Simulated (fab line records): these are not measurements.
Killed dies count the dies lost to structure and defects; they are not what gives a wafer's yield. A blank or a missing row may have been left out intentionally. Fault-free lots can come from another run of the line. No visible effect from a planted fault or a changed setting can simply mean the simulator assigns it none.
fab line records    flow n5-finfet
[record] lots = 12  wafers = 34  last-day = 16
route steps=1938 shown GATE_CUT@513 PAD_METAL@1896 PASSIVATION@1908
lots that met no fault: taken from a fault-free run of the same line
start-h: the number of hours between the record's first day and the start of the first shown wafer of the lot    wait-h: hours from the lot's prior step to this one    " identical to the entry in the row above    L1.1+2: a single row standing in for several wafers    - no value, or no start was given    * or withheld: withheld    < > ~ a bound
route shown NAME@n: a module of which the file shows steps, and the number in the route of the first    usual: mean and standard deviation over wafers with no fault    same: alike in all rows    chamber/n: place in a boat    sites: per-site readings    _std_site: their standard deviation    _edge_site: inner sites' mean taken away from outer sites' mean    radius-mm: for every site, how far away it sits from the centre of the wafer    mask NAME#n: copy n    behind: the most recent tool/chamber to have shaped the wafer    hold: why the lot was held/for how many hours/how that ended    device: the n, p or np transistor that did not switch    end of line: tests of these same wafers at the route's end    step lacking rows: just its recipe    killed: dies that structure and defects cost at the first sort, which is not the same as the wafer's yield    map: a wafer's dies, x killed, . not, _ none there
set.NAME: the setting the step ran with; set.NAME@STEP: the setting that earlier step ran with    model.NAME: the simulator's own value behind a step, which no gauge read
steps of the route over a sample of lots; a table a step, a row a wafer
services: when a tool's chamber went out of use (start-h, in hours from the record's first day, below 0 if earlier), for how many hours, and the reason
[[steps]]
[step N5_GATE_CUT_CMP_43]
[recipe] material = SiO2  post-cmp-clean = rinse-only
[usual] motor-current-A = 12.0/1.8
lot.wafer  tool    chamber  start-h  wait-h  motor-current-A
L824.4     cmp-02  1        92.47    0.3     10.9
L824.6     "       2        "        "       13.5
L824.5     "       3        "        "       10.5
L825.2     cmp-01  2        96.48    0.0     16.3
L825.4     "       3        "        "       10.7
L825.3     "       0        "        "       12.2
L826.4     cmp-01  3        101.46   0.0     9.9
L826.3     "       1        "        "       11.8
L826.1     "       2        "        "       16.2
L827.4     cmp-02  2        106.01   0.0     13.2
L827.2     "       3        "        "       10.8
L827.5     "       2        "        "       13.9
L828.1     cmp-03  0        115.20   0.0     12.3
L828.2     "       1        "        "       10.6
L828.4     "       3        "        "       10.3
L836.1     cmp-01  3        165.68   0.0     10.4
L836.3     "       1        "        "       11.4
L836.4     "       2        "        "       17.1
L838.3     cmp-01  0        174.70   0.4     12.1
L838.5     "       1        "        "       11.4
L838.6     "       2        "        "       16.8
L840.3     cmp-02  2        185.37   0.2     13.0
L840.6     "       1        "        "       10.7
L841.1     cmp-03  2        192.30   0.1     12.2
L841.4     "       3        "        "       10.6
L841.5     "       2        "        "       12.5
L842.1     cmp-03  1        197.63   0.0     10.0
L842.6     "       2        "        "       12.6
L843.4     cmp-03  2        205.57   0.1     12.4
L843.2     "       3        "        "       11.2
L843.6     "       2        "        "       12.8
L844.2     cmp-02  1        206.08   0.2     11.3
L844.1     "       2        "        "       13.2
L844.6     "       0        "        "       11.0
[step N5_PASSIVATION_AL_DEP_21]
[recipe] material = Al  target-thk-a = 28000  temp-c = 400  time-s = 170  power-w = 30000  chamber-pressure-pa = 0.4  gas = Ar
[usual] throttle-valve-pct = 29.5/1.2
lot.wafer  tool            chamber  start-h  wait-h  throttle-valve-pct
L824.4     pvd-sputter-03  -        242.46   0.1     29.4
L824.5     "               -        "        "       31.8
L824.6     "               -        "        "       31.2
L827.2     pvd-sputter-01  -        264.87   0.1     29.5
L827.4     "               -        "        "       27.4
L827.5     "               -        "        "       29.5
L825.2     pvd-sputter-01  -        265.37   0.1     28.2
L825.3     "               -        "        "       30.5
L825.4     "               -        "        "       27.1
L826.1     pvd-sputter-01  -        271.49   0.1     29.3
L826.3     "               -        "        "       30.4
L826.4     "               -        "        "       28.1
L828.1     pvd-sputter-01  -        280.68   0.1     28.1
L828.2     "               -        "        "       27.3
L828.4     "               -        "        "       30.4
L836.1     pvd-sputter-02  -        341.09   0.1     28.6
L836.3     "               -        "        "       29.9
L836.4     "               -        "        "       29.7
L838.3     pvd-sputter-01  -        349.70   0.1     30.3
L838.5     "               -        "        "       30.2
L838.6     "               -        "        "       27.3
L840.3     pvd-sputter-01  -        357.85   0.1     29.1
L840.6     "               -        "        "       29.4
L842.1     pvd-sputter-01  -        371.31   0.1     30.0
L842.6     "               -        "        "       30.1
L844.1     pvd-sputter-03  -        375.12   0.1     29.3
L844.2     "               -        "        "       29.0
L844.6     "               -        "        "       31.5
L843.2     pvd-sputter-02  -        375.28   0.1     28.6
L843.4     "               -        "        "       29.6
L843.6     "               -        "        "       29.0
L841.1     pvd-sputter-03  -        383.82   0.1     31.7
L841.4     "               -        "        "       31.1
L841.5     "               -        "        "       31.6
[step N5_PASSIVATION_DESCUM_32]
[recipe] chemistry = O2  time-s = 7.9  source-power-w = 50  bias-power-w = 20  pressure-mtorr = 20  rf-frequency-hz = 2.712e+07  temp-c = 40  o2-flow-sccm = 225
[usual] drypump-motor-current-A = 5.6/0.53  oes-product-au = 0.80/0.055  rf-vpp-V = 243.6/1.5  showerhead-plenum-p-Torr = 2.12/0.091  throttle-valve-pct = 20.44/0.16
lot.wafer  tool         chamber  start-h  wait-h  drypump-motor-current-A  oes-product-au  rf-hours-counter-h  rf-vpp-V  showerhead-plenum-p-Torr  throttle-valve-pct
L824.4     rie-diel-02  2        243.14   0.1     5.7                      0.78            103                 246.3     2.22                      20.48
L824.5     "            3        "        "       4.7                      0.82            -                   242.9     2.02                      20.52
L824.6     "            0        "        "       5.8                      0.82            -                   243.5     2.11                      20.05
L827.2     rie-diel-01  3        265.57   0.2     5.7                      0.80            74                  242.4     2.03                      20.45
L827.4     "            3        "        "       5.7                      0.80            -                   241.2     2.03                      20.45
L827.5     "            2        "        "       6.3                      0.88            -                   241.3     2.03                      20.18
L825.2     rie-diel-02  2        266.39   0.5     5.8                      0.77            111                 245.4     2.22                      20.50
L825.3     "            0        "        "       5.8                      0.81            75                  244.3     2.11                      20.07
L825.4     "            0        "        "       5.8                      0.80            -                   242.2     2.11                      20.06
L826.1     rie-diel-01  0        272.18   0.0     6.1                      0.99            0                   246.6     2.23                      20.24
L826.3     "            3        "        "       5.7                      0.80            77                  242.3     2.03                      20.44
L826.4     "            2        "        "       6.4                      0.87            -                   242.8     2.03                      20.18
L828.1     rie-diel-06  2        281.36   0.0     5.4                      0.82            71                  244.5     2.21                      20.54
L828.2     "            1        "        "       6.7                      0.76            144                 242.8     2.00                      20.52
L828.4     "            0        "        "       5.3                      0.83            54                  245.0     2.23                      20.58
L836.1     rie-diel-01  1        341.81   0.2     5.3                      0.94            18                  242.5     2.05                      20.31
L836.3     "            2        "        "       6.4                      0.85            59                  242.2     2.02                      20.22
L836.4     "            0        "        "       6.1                      0.88            24                  244.7     2.22                      20.30
L838.3     rie-diel-02  2        350.26   0.0     5.7                      0.77            115                 244.4     2.22                      20.52
L838.5     "            2        "        "       5.7                      0.77            -                   244.0     2.22                      20.50
L838.6     "            3        "        "       4.8                      0.77            -                   241.0     2.00                      20.60
L840.3     rie-diel-02  3        358.53   0.0     4.7                      0.76            142                 242.8     2.00                      20.60
L840.6     "            2        "        "       5.7                      0.77            -                   246.1     2.22                      20.51
L842.1     rie-diel-02  2        371.87   0.0     5.7                      0.76            124                 244.4     2.21                      20.53
L842.6     "            1        "        "       5.6                      0.76            -                   242.5     2.10                      20.33
L844.1     rie-diel-01  1        375.68   0.0     5.3                      0.92            27                  242.1     2.05                      20.32
L844.2     "            3        "        "       5.7                      0.76            114                 241.4     2.01                      20.51
L844.6     "            3        "        "       5.7                      0.76            -                   241.1     2.01                      20.49
L843.2     rie-diel-01  0        375.97   0.0     6.1                      0.87            36                  244.4     2.22                      20.30
L843.4     "            2        "        "       6.4                      0.83            71                  243.8     2.02                      20.23
L843.6     "            1        "        "       5.3                      0.92            -                   242.5     2.05                      20.33
L841.1     rie-diel-02  0        384.57   0.2     5.8                      0.76            128                 243.4     2.09                      20.15
L841.4     "            2        "        "       5.8                      0.74            -                   244.4     2.21                      20.54
L841.5     "            0        "        "       5.9                      0.75            -                   244.1     2.09                      20.14
[step N5_PASSIVATION_OVL_MEAS_66]
[recipe] points-per-wafer = 44
[usual] PASS_OPEN_OVL = 0/5
lot.wafer  tool        chamber  start-h  wait-h  PASS_OPEN_OVL[nm]
L824.4     overlay-02  0        245.04   0.0     -1
L824.5     "           0        "        "       -3
L824.6     "           0        "        "       4
L827.2     overlay-02  0        267.25   0.0     -2
L827.4     "           0        "        "       1
L827.5     "           0        "        "       -2
L825.2     overlay-02  0        268.87   0.0     -5
L825.3     "           0        "        "       5
L825.4     "           0        "        "       -6
L826.1     overlay-01  0        274.38   0.0     0
L826.3     "           0        "        "       -1
L826.4     "           0        "        "       3
L828.1     overlay-02  0        283.71   0.0     -3
L828.2     "           0        "        "       3
L828.4     "           0        "        "       8
L836.1     overlay-01  0        343.71   0.0     -4
L836.3     "           0        "        "       4
L836.4     "           0        "        "       -3
L838.3     overlay-02  0        352.35   0.0     -4
L838.5     "           0        "        "       -3
L838.6     "           0        "        "       -4
L840.3     overlay-02  0        360.48   0.0     -3
L840.6     "           0        "        "       -5
L842.1     overlay-02  0        373.78   0.0     3
L842.6     "           0        "        "       4
L844.1     overlay-02  0        377.49   0.0     5
L844.2     "           0        "        "       12
L844.6     "           0        "        "       11
L843.2     overlay-02  0        378.14   0.0     -6
L843.4     "           0        "        "       -1
L843.6     "           0        "        "       -4
L841.1     overlay-01  0        386.39   0.0     -6
L841.4     "           0        "        "       -1
L841.5     "           0        "        "       -8
[step N5_PASSIVATION_PROBE_49]
[usual] defect-limited-yield = 91.5/1.6  killed_at_M0_to_M3 = 33/10  killed_at_M4_up = 13/5.6  killed-at-contacts = 13/6  killed-at-front-end = 39/12  killed-at-other = 3.0/2.8  killed-dies = 101/19  killed-on-rim = 13/4  killed-open = 65/13  killed-short = 32/8.3  sort_bin_5_function = 5.0/1  sort_bin_6_memory = 3.1/0.69  sort-n-pass = 1079/19  sort-yield-pct = 91.5/1.6
[same] gross-dies = 1180  killed-at-back-side = 0  sort_bin_4_leakage[%] = 0  sort_bin_8_speed[%] = 0
lot.wafer  tool       chamber  start-h  wait-h  defect-limited-yield[%]  killed_at_M0_to_M3  killed_at_M4_up  killed-at-contacts  killed-at-front-end  killed-at-other  killed-dies  killed-on-rim  killed-open  killed-short  sort_bin_5_function[%]  sort_bin_6_memory[%]  sort-n-pass  sort-yield-pct[%]
L824.4     prober-02  -        248.96   0.2     91.1                     37                  7                17                  35                   9                105          14             62           43            5.0                     3.6                   1075         91.1
L824.5     prober-02  -        249.01   0.2     93.1                     31                  4                21                  22                   4                82           11             51           26            4.6                     2.0                   1098         93.1
L824.6     prober-02  -        249.06   0.3     93.1                     20                  8                17                  36                   1                82           15             44           33            3.6                     2.5                   1098         93.1
L825.2     prober-01  -        273.74   0.4     91.6                     40                  8                9                   41                   1                99           12             63           34            4.9                     3.1                   1081         91.6
L825.3     prober-01  -        273.79   0.5     90.2                     43                  7                7                   58                   1                116          19             71           40            5.0                     4.2                   1064         90.2
L825.4     prober-01  -        273.84   0.5     89.7                     42                  24               8                   45                   3                122          18             77           42            6.2                     3.6                   1058         89.7
L826.1     prober-02  -        278.39   0.0     93.2                     29                  11               6                   33                   1                80           8              43           30            4.0                     2.0                   1100         93.2
L826.3     prober-02  -        278.49   0.1     91.7                     36                  16               8                   38                   0                98           14             72           25            5.0                     3.1                   1082         91.7
L826.4     prober-02  -        278.54   0.2     91.8                     36                  16               6                   38                   1                97           15             68           28            4.9                     3.1                   1083         91.8
L828.1     prober-02  -        286.85   0.0     90.8                     54                  8                7                   36                   3                108          18             62           43            4.6                     4.3                   1072         90.8
L828.2     prober-02  -        286.90   0.1     87.6                     60                  18               13                  47                   8                146          21             81           60            6.9                     4.4                   1034         87.6
L828.4     prober-02  -        287.00   0.2     88.9                     40                  32               14                  40                   5                131          19             81           46            6.2                     4.1                   1049         88.9
L836.1     prober-01  -        346.82   0.0     91.7                     36                  12               4                   46                   0                98           12             62           35            5.3                     2.4                   1082         91.7
L836.3     prober-01  -        346.92   0.1     91.7                     37                  10               11                  40                   0                98           12             58           40            4.1                     3.7                   1082         91.7
L836.4     prober-01  -        346.97   0.2     71.2                     38                  6                14                  281                  1                340          55             53           26            18.6                    8.6                   840          71.2
L838.3     prober-01  -        355.55   0.1     91.7                     27                  16               18                  37                   0                98           10             70           28            5.0                     3.1                   1082         91.7
L838.5     prober-01  -        355.65   0.2     92.5                     34                  14               12                  28                   0                88           17             52           34            3.9                     3.2                   1092         92.5
L838.6     prober-01  -        355.70   0.3     70.6                     24                  9                15                  298                  1                347          41             52           23            17.3                    10.5                  833          70.6
L843.2     prober-01  -        381.31   0.1     91.1                     32                  10               11                  50                   2                105          12             54           41            5.0                     3.0                   1075         91.1
L843.4     prober-01  -        381.41   0.2     92.8                     34                  12               11                  25                   3                85           14             49           32            3.3                     3.5                   1095         92.8
L843.6     prober-01  -        381.51   0.3     91.6                     40                  8                13                  35                   3                99           10             66           28            5.3                     2.8                   1081         91.6
L841.1     prober-02  -        389.49   0.0     94.8                     15                  10               14                  22                   0                61           9              42           15            3.4                     1.7                   1119         94.8
L841.4     prober-02  -        389.64   0.2     92.9                     28                  13               8                   34                   1                84           10             53           24            3.4                     3.0                   1096         92.9
L841.5     prober-02  -        389.69   0.2     94.1                     15                  5                19                  29                   2                70           8              47           21            3.0                     2.9                   1110         94.1
// killed by level:class
L824.4 BEOL_M0_SAQP:geometric-particle:open=14 MOL_CONTACT_COAG:geometric-particle:open=12 BEOL_M0_SAQP:geometric-particle:short=8 FIN_SAQP:geometric-particle:short=6 BEOL_M1:geometric-particle:open=6 DUMMY_GATE:geometric-particle:short=5 MOL_CONTACT_COAG:geometric-particle:short=5 FIN_SAQP:geometric-particle:open=4
L824.5 MOL_CONTACT_COAG:geometric-particle:open=18 BEOL_M0_SAQP:geometric-particle:open=6 BEOL_M2:geometric-particle:open=6 BEOL_M1:geometric-particle:open=4 FIN_SAQP:geometric-particle:short=3 STI_FIN_REVEAL:geometric-particle:open=3 ILD0:geometric-particle:short=3 GATE_CUT:geometric-particle:short=3
L824.6 MOL_CONTACT_COAG:geometric-particle:open=11 GATE_CUT:geometric-particle:short=8 DUMMY_GATE:geometric-particle:open=7 MOL_CONTACT_COAG:geometric-particle:short=6 FIN_SAQP:geometric-particle:open=6 FIN_SAQP:geometric-particle:short=6 BEOL_M4:geometric-particle:open=6 GATE_CUT:geometric-particle:open=3
L825.2 STI_FIN_REVEAL:geometric-particle:open=15 BEOL_M2:geometric-particle:open=9 MOL_CONTACT_COAG:geometric-particle:open=7 BEOL_M1:geometric-particle:open=6 BEOL_M3:geometric-particle:open=6 BEOL_M0_SAQP:geometric-particle:short=5 BEOL_M4:geometric-particle:short=5 FIN_SAQP:geometric-particle:short=4
L825.3 STI_FIN_REVEAL:geometric-particle:open=17 FIN_SAQP:geometric-particle:open=12 BEOL_M0_SAQP:geometric-particle:short=9 FIN_SAQP:geometric-particle:short=7 MOL_CONTACT_COAG:geometric-particle:open=6 BEOL_M0_SAQP:geometric-particle:open=6 BEOL_M2:geometric-particle:open=6 STI_FIN_REVEAL:geometric-particle:short=5
L825.4 BEOL_M0_SAQP:geometric-particle:short=14 STI_FIN_REVEAL:geometric-particle:open=12 BEOL_M0_SAQP:geometric-particle:open=11 BEOL_M4:geometric-particle:open=10 DUMMY_GATE:geometric-particle:open=8 FIN_SAQP:geometric-particle:open=6 MOL_CONTACT_COAG:geometric-particle:open=6 BEOL_M3:geometric-particle:open=5
L826.1 BEOL_M0_SAQP:geometric-particle:short=9 BEOL_M1:geometric-particle:open=6 HKMG_FIN:area-etch=6 BEOL_M4:geometric-particle:short=5 DUMMY_GATE:geometric-particle:open=4 ILD0:geometric-particle:short=4 MOL_CONTACT_COAG:geometric-particle:open=4 BEOL_M0_SAQP:geometric-particle:open=4
L826.3 BEOL_M0_SAQP:geometric-particle:open=10 STI_FIN_REVEAL:geometric-particle:open=9 MOL_CONTACT_COAG:geometric-particle:open=7 BEOL_M0_SAQP:geometric-particle:short=7 DUMMY_GATE:geometric-particle:open=6 BEOL_M1:geometric-particle:open=6 BEOL_M3:geometric-particle:open=6 GATE_CUT:geometric-particle:short=5
L826.4 STI_FIN_REVEAL:geometric-particle:open=11 BEOL_M2:geometric-particle:open=9 BEOL_M0_SAQP:geometric-particle:open=7 FIN_SAQP:geometric-particle:open=6 BEOL_M4:geometric-particle:open=6 BEOL_M1:geometric-particle:open=5 MOL_CONTACT_COAG:geometric-particle:open=5 BEOL_M2:geometric-particle:short=5
L828.1 BEOL_M0_SAQP:geometric-particle:open=17 BEOL_M0_SAQP:geometric-particle:short=15 BEOL_M1:geometric-particle:open=7 STARTING-WAFER:geometric-particle:open=6 BEOL_M2:geometric-particle:open=6 STI_FIN_REVEAL:geometric-particle:open=4 DUMMY_GATE:geometric-particle:open=4 MOL_CONTACT_COAG:geometric-particle:open=4
L828.2 BEOL_M0_SAQP:geometric-particle:open=20 BEOL_M0_SAQP:geometric-particle:short=17 FIN_SAQP:geometric-particle:short=10 MOL_CONTACT_COAG:geometric-particle:open=9 STI_FIN_REVEAL:geometric-particle:open=8 FIN_SAQP:geometric-particle:open=6 BEOL_M1:geometric-particle:open=6 BEOL_M2:geometric-particle:short=5
L828.4 BEOL_M4:geometric-particle:open=15 BEOL_M2:geometric-particle:open=13 BEOL_M0_SAQP:geometric-particle:short=11 MOL_CONTACT_COAG:geometric-particle:open=9 BEOL_M0_SAQP:geometric-particle:open=7 STI_FIN_REVEAL:geometric-particle:open=6 MOL_CONTACT_COAG:geometric-particle:short=5 BEOL_M4:geometric-particle:short=5
L836.1 FIN_SAQP:geometric-particle:open=18 BEOL_M0_SAQP:geometric-particle:open=9 FIN_SAQP:geometric-particle:short=8 BEOL_M2:geometric-particle:open=8 BEOL_M0_SAQP:geometric-particle:short=8 DUMMY_GATE:geometric-particle:open=6 BEOL_M4:geometric-particle:short=5 BEOL_M1:geometric-particle:open=5
L836.3 FIN_SAQP:geometric-particle:short=12 MOL_CONTACT_COAG:geometric-particle:open=10 BEOL_M0_SAQP:geometric-particle:short=9 BEOL_M1:geometric-particle:open=8 FIN_SAQP:geometric-particle:open=7 BEOL_M0_SAQP:geometric-particle:open=7 GATE_CUT:geometric-particle:short=6 BEOL_M2:geometric-particle:open=5
L836.4 GATE_CUT:unspecified=259 BEOL_M0_SAQP:geometric-particle:short=12 MOL_CONTACT_COAG:geometric-particle:open=11 BEOL_M0_SAQP:geometric-particle:open=7 GATE_CUT:geometric-particle:open=6 BEOL_M2:geometric-particle:open=6 BEOL_M3:geometric-particle:open=5 DUMMY_GATE:geometric-particle:open=4
L838.3 FIN_SAQP:geometric-particle:open=17 MOL_CONTACT_COAG:geometric-particle:open=11 BEOL_M0_SAQP:geometric-particle:short=8 BEOL_M3:geometric-particle:open=8 MOL_CONTACT_COAG:geometric-particle:short=7 STI_FIN_REVEAL:geometric-particle:open=5 BEOL_M0_SAQP:geometric-particle:open=5 DUMMY_GATE:geometric-particle:open=4
L838.5 BEOL_M3:geometric-particle:open=12 MOL_CONTACT_COAG:geometric-particle:open=9 BEOL_M0_SAQP:geometric-particle:short=8 BEOL_M4:geometric-particle:open=6 FIN_SAQP:geometric-particle:open=4 FIN_SAQP:geometric-particle:short=4 BEOL_M1:geometric-particle:open=4 BEOL_M3:geometric-particle:short=4
L838.6 GATE_CUT:unspecified=271 MOL_CONTACT_COAG:geometric-particle:open=12 BEOL_M0_SAQP:geometric-particle:open=6 DUMMY_GATE:geometric-particle:open=5 BEOL_M0_SAQP:geometric-particle:short=5 FIN_SAQP:geometric-particle:short=4 FIN_SAQP:geometric-particle:open=4 BEOL_M1:geometric-particle:open=4
L843.2 FIN_SAQP:geometric-particle:short=16 MOL_CONTACT_COAG:geometric-particle:open=10 BEOL_M0_SAQP:geometric-particle:open=7 FIN_SAQP:geometric-particle:open=6 BEOL_M0_SAQP:geometric-particle:short=6 STI_FIN_REVEAL:geometric-particle:open=5 ILD0:geometric-particle:short=5 BEOL_M3:geometric-particle:open=5
L843.4 MOL_CONTACT_COAG:geometric-particle:open=8 BEOL_M3:geometric-particle:open=8 BEOL_M0_SAQP:geometric-particle:short=7 BEOL_M1:geometric-particle:open=7 BEOL_M2:geometric-particle:open=6 STARTING-WAFER:geometric-particle:short=6 BEOL_M0_SAQP:geometric-particle:open=4 FIN_SAQP:geometric-particle:open=3
L843.6 BEOL_M2:geometric-particle:open=13 MOL_CONTACT_COAG:geometric-particle:open=9 BEOL_M0_SAQP:geometric-particle:open=8 FIN_SAQP:geometric-particle:open=6 FIN_SAQP:geometric-particle:short=6 BEOL_M3:geometric-particle:open=6 STI_FIN_REVEAL:geometric-particle:open=5 GATE_CUT:geometric-particle:short=5
L841.1 MOL_CONTACT_COAG:geometric-particle:open=13 STI_FIN_REVEAL:geometric-particle:open=7 BEOL_M3:geometric-particle:open=6 STARTING-WAFER:geometric-particle:open=4 GATE_CUT:geometric-particle:open=3 GATE_CUT:geometric-particle:short=2 BEOL_M0_SAQP:geometric-particle:short=2 BEOL_M2:geometric-particle:open=2
L841.4 STI_FIN_REVEAL:geometric-particle:open=10 BEOL_M3:geometric-particle:open=8 HKMG_FIN:area-etch=7 BEOL_M1:geometric-particle:open=6 MOL_CONTACT_COAG:geometric-particle:open=5 BEOL_M8:geometric-particle:open=4 GATE_CUT:geometric-particle:short=3 MOL_CONTACT_COAG:geometric-particle:short=3
L841.5 MOL_CONTACT_COAG:geometric-particle:open=16 BEOL_M3:geometric-particle:open=8 STARTING-WAFER:geometric-particle:short=6 STI_FIN_REVEAL:geometric-particle:open=5 DUMMY_GATE:geometric-particle:open=3 SPACER0:geometric-particle:short=3 MOL_CONTACT_COAG:geometric-particle:short=3 GATE_CUT:geometric-particle:short=2
[[services]]
tool            chamber  start-h  hours  kind
rie-diel-02     1        68.50    2.2    repair
rie-diel-02     2        92.12    3.4    repair
cmp-02          -        94.81    4.1    repair
cmp-03          -        105.88   3.7    pm
cmp-03          -        133.43   6.7    pm
rie-diel-02     0        145.20   4.2    repair
cmp-01          -        160.58   1.5    repair
cmp-03          -        178.06   4.0    pm
cmp-01          -        179.65   4.0    pm
cmp-02          -        196.25   2.8    repair
cmp-01          -        202.18   2.4    repair
cmp-01          -        230.19   4.0    pm
cmp-02          -        258.45   4.3    repair
rie-diel-02     1        259.35   18.6   repair
cmp-02          -        267.14   0.2    repair
cmp-02          -        300.52   4.0    pm
cmp-03          -        326.15   2.9    repair
rie-diel-02     3        329.31   13.5   repair
cmp-03          -        331.98   1.0    repair
cmp-03          -        336.65   0.8    repair
pvd-sputter-01  -        359.72   0.6    repair
cmp-03          -        363.30   3.5    repair
rie-diel-01     1        368.16   6.0    repair
rie-diel-02     1        382.68   3.1    repair
[[key]]
[first-sign] step = N5_PASSIVATION_PROBE_49  reading = killed-at-front-end  direction = up  sigmas = 21  usual = 39  struck = 290
[effect] step = N5_PASSIVATION_PROBE_49  reading = defect-limited-yield  direction = down  sigmas = 13  usual = 91.5  struck = 70.9
[more-kills-born-at] N5_GATE_CUT_CMP_43@cmp-01 = 530
met-at N5_GATE_CUT_CMP_43
struck-lots L836,L838
struck-wafers L836.4,L838.6
not-acting-at N5_PASSIVATION_AL_DEP_21,N5_PASSIVATION_DESCUM_32,N5_PASSIVATION_OVL_MEAS_66
onset-between 101.46 165.68
[fault] kind = chamber-particle-source  tool = cmp-01  chamber = 2  onset-h = 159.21  steps = N5_GATE_CUT_CMP_43  rate-per-visit-cm2 = 0.44906  end-h = 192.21
